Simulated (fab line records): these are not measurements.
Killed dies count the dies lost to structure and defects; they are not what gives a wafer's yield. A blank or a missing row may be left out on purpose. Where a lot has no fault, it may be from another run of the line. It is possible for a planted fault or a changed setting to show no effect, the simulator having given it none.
Chamber matching | flow nand harc | pecvd-01 running NHARC_A_CONTACT_DEP_29: 3 sister chambers
The step deposits SiON, target thk 100 nm. 3 wafers are shown with their chamber, then 8 later ones without.

WAFERS, EACH WITH ITS CHAMBER
wafer  | chamber | heater power w (W)
L090.4 | 1       | 693
L090.6 | 0       | 758
L093.2 | 2       | 649

WAFERS WITH NO CHAMBER GIVEN
wafer  | heater power w (W)
L093.5 | 679
L093.6 | 822
L095.2 | 815
L095.4 | 747
L095.6 | 598
L096.1 | 693
L096.2 | 817
L096.3 | 743

CHAMBER TAKEN BY EACH
wafer  | from the rows above          | in truth
L093.5 | can't be placed: 1 or 2 or 0 | 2
L093.6 | can't be placed: 0 or 1      | 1
L095.2 | can't be placed: 0 or 1      | 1
L095.4 | can't be placed: 0 or 1      | 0
L095.6 | can't be placed: 2 or 1      | 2
L096.1 | can't be placed: 1 or 2 or 0 | 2
L096.2 | can't be placed: 0 or 1      | 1
L096.3 | can't be placed: 0 or 1 or 2 | 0
Correctly placed: 0 of 8. These rows do not allow placing 8 (true chamber among the candidates in 8). Number placed wrongly: 0.
How it was worked out, from the rows above alone: a wafer's distance from a chamber is the root of the sum, over the readings, of the square of ((its reading less the chamber's mean) divided by the reading's scatter). The wafer belongs to the nearest chamber; if the next one is less than 2 further off, it can't be placed. For every chamber, the mean is computed from those of its wafers that are shown. The scatter: root of mean squared gap, hidden wafer to nearest shown wafer, with one shown wafer a chamber.
